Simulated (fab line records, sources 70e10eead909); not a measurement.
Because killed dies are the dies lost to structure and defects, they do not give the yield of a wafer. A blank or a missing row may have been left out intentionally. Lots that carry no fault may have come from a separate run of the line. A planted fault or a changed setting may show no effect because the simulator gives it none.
fab line records | flow nand-harc
[record] lots = 6 wafers = 18 last-day = 32
route steps=1302 shown P_GATE@156
lots untouched by any fault: they come from a run of this same line in which no faults occurred
start-h: hours from the record's opening day to when the first of the lot's shown wafers began | wait-h: how many hours have passed since the lot's step before this one | " the same as in the row above | L1.1+2: a row that stands for several wafers | - no value present, or no start provided | * or withheld: withheld | < > ~ a bound
route shown NAME@n: a module of which the file shows steps, and the number in the route of the first | usual: average and standard deviation across the fault-free wafers | same: alike in all rows | chamber/n: place in a boat | sites: each site's reading | _std_site: how widely they spread, as a standard deviation | _edge_site: mean of outer sites minus mean of inner sites | radius-mm: for every site, how far away it sits from the centre of the wafer | mask NAME#n: copy n | behind: the most recent tool/chamber to have shaped the wafer | hold: reason for holding the lot/hours on hold/outcome of the hold | device: the transistor (n, p or np) that didn't switch | end of line: the same wafers' tests at the end of the route | where a step has no rows: the recipe by itself | killed: count of dies lost to structure and defects at first sort (not the wafer's yield) | map: shows each die of a wafer: x if killed, . if not, _ if none is there
set.NAME: the setting that was run; set.NAME@STEP: the one run at that earlier step | model.NAME: the simulator's own value behind a step, which no gauge read
lots at some steps of the route; a table a step, a row a wafer
services: the hour from which a tool's chamber was out of use, counted from the record's first day as start-h (under 0 if before that day), plus the number of hours and why
[[steps]]
[step NHARC_P_GATE_ETCHBACK_37]
[recipe] target-depth-a = 345 time-s = 17.2 chf3-flow-sccm = 50 o2-flow-sccm = 10 ar-flow-sccm = 200 rf-w = 500 bias-w = 200 chemistry = CHF3/O2
[usual] bias-w = 199.9/0.58 drypump-motor-current-A = 5.8/0.45 oes-product-au = 0.939/0.028 rf-vpp-V = 371.2/2.1 showerhead-plenum-p-Torr = 2.43/0.094 throttle-valve-pct = 20.573/0.0092
// columns lot.wafer tool chamber start-h wait-h bias-w drypump-motor-current-A oes-product-au rf-hours-counter-h rf-vpp-V showerhead-plenum-p-Torr throttle-valve-pct
L664.1 rie-diel-04 2 - - 200.8 6.3 0.913 6 373.6 2.50 20.585
L664.3 " 3 " " 199.3 5.9 0.933 7 369.7 2.39 20.589
L664.5 " 0 " " 199.9 5.9 0.934 - 369.9 2.38 20.578
L676.2 rie-diel-10 0 - - 199.3 5.4 0.933 10 367.6 2.26 20.565
L676.6 " 2 " " 199.6 5.4 0.926 - 374.2 2.52 20.581
L676.5 " 3 " " 200.5 6.0 0.939 - 372.8 2.52 20.589
L677.3 rie-diel-05 1 - - 200.9 6.5 0.923 2 372.1 2.45 20.567
L677.1 " 3 " " 199.6 5.6 0.938 1 370.2 2.38 20.559
L677.6 " 1 " " 200.2 6.5 0.932 - 372.4 2.45 20.575
L681.3 rie-diel-10 0 - - 199.7 5.4 0.915 1 367.7 2.26 20.572
L681.5 " 1 " " 200.0 5.2 0.919 - 369.2 2.36 20.571
L681.6 " 2 " " 199.3 5.4 0.999 - 373.2 2.52 20.549
L682.4 rie-diel-04 3 - - 199.8 5.9 0.919 7 369.4 2.39 20.562
L682.2 " 0 " " 200.0 5.9 0.923 6 369.3 2.37 20.567
L682.6 " 0 " " 199.3 5.8 0.928 - 370.2 2.37 20.556
L684.1 rie-diel-05 3 - - 199.5 5.5 0.938 5 371.5 2.38 20.574
L684.3 " 1 " " 199.6 6.6 0.923 5 372.3 2.45 20.569
L684.6 " 2 " " 200.9 6.1 0.927 - 375.4 2.57 20.571
[step NHARC_P_GATE_STRIP_101]
[recipe] time-s = 20 o2-flow-sccm = 500 ar-flow-sccm = 0 bias-w = 0 chemistry = O2
[usual] drypump-motor-current-A = 5.8/0.43 oes-product-au = 1.000/0.0091 rf-vpp-V = 58.0/0.92 showerhead-plenum-p-Torr = 3.57/0.13 throttle-valve-pct = 17.037/0.0087
[same] bias-w = 0
// columns lot.wafer tool chamber start-h wait-h drypump-motor-current-A oes-product-au rf-hours-counter-h rf-vpp-V showerhead-plenum-p-Torr throttle-valve-pct
L664.3 rie-diel-04 3 132.93 0.1 5.9 0.995 7 57.5 3.52 17.040
L664.1 " 2 " " 6.4 0.987 6 59.2 3.67 17.035
L664.5 " 3 " " 5.9 1.002 - 57.6 3.52 17.027
L676.2 rie-diel-10 1 234.80 0.1 5.3 0.984 11 59.3 3.46 17.060
L676.6 " 3 " " 6.0 0.993 - 58.3 3.70 17.040
L676.5 " 0 " " 5.5 0.995 - 59.1 3.33 17.040
L677.1 rie-diel-05 0 251.74 0.1 5.5 1.005 1 57.3 3.47 17.045
L677.3 " 1 " " 6.6 1.005 2 57.8 3.60 17.039
L677.6 " 3 " " 5.6 1.025 - 56.9 3.50 17.025
L681.3 rie-diel-10 0 291.23 0.1 5.5 0.986 1 57.2 3.33 17.023
L681.6 " 2 " " 5.5 1.009 - 58.7 3.70 17.033
L681.5 " 3 " " 6.0 1.001 - 59.6 3.70 17.022
L682.4 rie-diel-04 2 298.07 0.1 6.3 1.005 8 57.5 3.67 17.029
L682.2 " 1 " " 4.9 1.007 6 57.1 3.38 17.034
L682.6 " 2 " " 6.4 1.005 - 58.4 3.67 17.036
L684.3 rie-diel-05 0 316.63 0.1 5.5 1.012 4 59.2 3.47 17.021
L684.1 " 1 " " 6.6 1.005 5 56.7 3.60 17.040
L684.6 " 3 " " 5.6 1.005 - 58.2 3.50 17.023
[step NHARC_P_GATE_PRECLEAN_97]
[recipe] time-s = 600 temp-c = 120 chemistry = SPM
[step NHARC_P_GATE_SRD_98]
[step NHARC_P_GATE_PRECLEAN_99]
[recipe] time-s = * temp-c = 50 bath-age-min = 0 chemistry = SC1
[step NHARC_P_GATE_SRD_100]
[step NHARC_P_GATE_DEHYDRATE_38]
[recipe] temp-c = 150 time-s = 120
[step NHARC_P_GATE_HMDS_39]
[recipe] time-s = 30
[step NHARC_P_GATE_COAT_40]
[recipe] spin-rpm = 3000
[step NHARC_P_GATE_SOFTBAKE_41]
[recipe] temp-c = 122 time-s = 95
[step NHARC_P_GATE_EBR_42]
[step NHARC_P_GATE_EXPOSE_43]
[recipe] na = 0.6 target-cd-nm = 720 dose-mj = 14.81 mask-id = P_NSD
[step NHARC_P_GATE_PEB_44]
[recipe] peb-temp-c = 118 peb-time-s = 85
[usual] chill-plate-temp-C = 23.01/0.089 exhaust-pa = 45.0/0.79
// columns lot.wafer tool chamber start-h wait-h chill-plate-temp-C exhaust-pa
L664.1 litho-track-03 0 133.77 0.1 23.12 44.9
L664.3 " 0 " " 23.09 46.0
L664.5 " 0 " " 22.89 45.1
L676.2 litho-track-07 - 235.63 0.1 - -
L676.5 " - " " - -
L676.6 " - " " - -
L677.1 litho-track-02 - 252.57 0.1 - -
L677.3 " - " " - -
L677.6 " - " " - -
L681.3 litho-track-07 0 291.93 0.1 22.97 45.1
L681.5 " 0 " " 22.92 45.7
L681.6 " 0 " " 23.07 45.7
L682.2 litho-track-02 0 298.90 0.1 22.87 44.2
L682.4 " 0 " " 22.82 44.7
L682.6 " 0 " " 23.22 44.4
L684.1 litho-track-03 0 317.35 0.1 23.17 44.7
L684.3 " 0 " " 23.01 45.3
L684.6 " 0 " " 23.13 43.7
[step NHARC_P_GATE_DEVELOP_45]
[recipe] time-s = 70
[[services]]
// columns tool chamber start-h hours kind
rie-diel-05 0 110.60 - clean
rie-diel-05 1 110.60 - clean
rie-diel-05 2 110.60 - clean
rie-diel-05 3 110.60 - clean
rie-diel-10 0 123.50 - clean
rie-diel-10 1 123.50 - clean
rie-diel-10 2 123.50 - clean
rie-diel-10 3 123.50 - clean
rie-diel-04 0 132.40 - clean
rie-diel-04 1 139.22 2.7 repair
rie-diel-04 1 147.59 6.8 repair
rie-diel-10 - 169.27 0.2 repair
rie-diel-04 - 177.95 9.0 pm
rie-diel-10 - 179.15 0.3 repair
rie-diel-04 1 203.98 4.9 repair
litho-track-02 - 227.00 7.0 pm
rie-diel-05 - 229.60 9.0 pm
rie-diel-10 0 236.19 6.3 repair
rie-diel-10 - 242.50 9.0 pm
litho-track-07 - 251.00 7.0 pm
rie-diel-10 2 258.04 8.0 repair
litho-track-03 - 275.00 7.0 pm
rie-diel-04 3 288.71 6.8 repair
rie-diel-05 2 309.38 6.5 repair
[[key]]
[first-sign] step = NHARC_P_GATE_PEB_44 reading = tool-record direction = missing
effect none on later readings
met-at NHARC_P_GATE_PEB_44
struck-wafers L676.2,L676.5,L676.6,L677.1,L677.3,L677.6
later-rows-left-out L676.2,L676.5,L676.6,L677.1,L677.3,L677.6
sort-left-out L676.2,L676.5,L676.6,L677.1,L677.3,L677.6
tester-left-out L676,L677
[fault] kind = skipped-step-whole tool = litho-track-02,litho-track-07 chamber = - onset-h = 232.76 steps = NHARC_P_GATE_PEB_44 scope = struck-lots-only
// tester-left-out: of these lots the tester's yield and bins aren't shown, on N5 and GAA mostly nor the transistor test; their killed dies are dies lost to structure and defects alone, not to doping, threshold or leakage, so they don't give the yield
// sort-left-out: the simulated sort isn't trusted on such a fault, so these wafers' sort isn't shown, and their yield isn't known
// later-rows-left-out: the simulator's readings of these wafers behind a module that went badly wrong aren't trusted and aren't shown, but for the sort
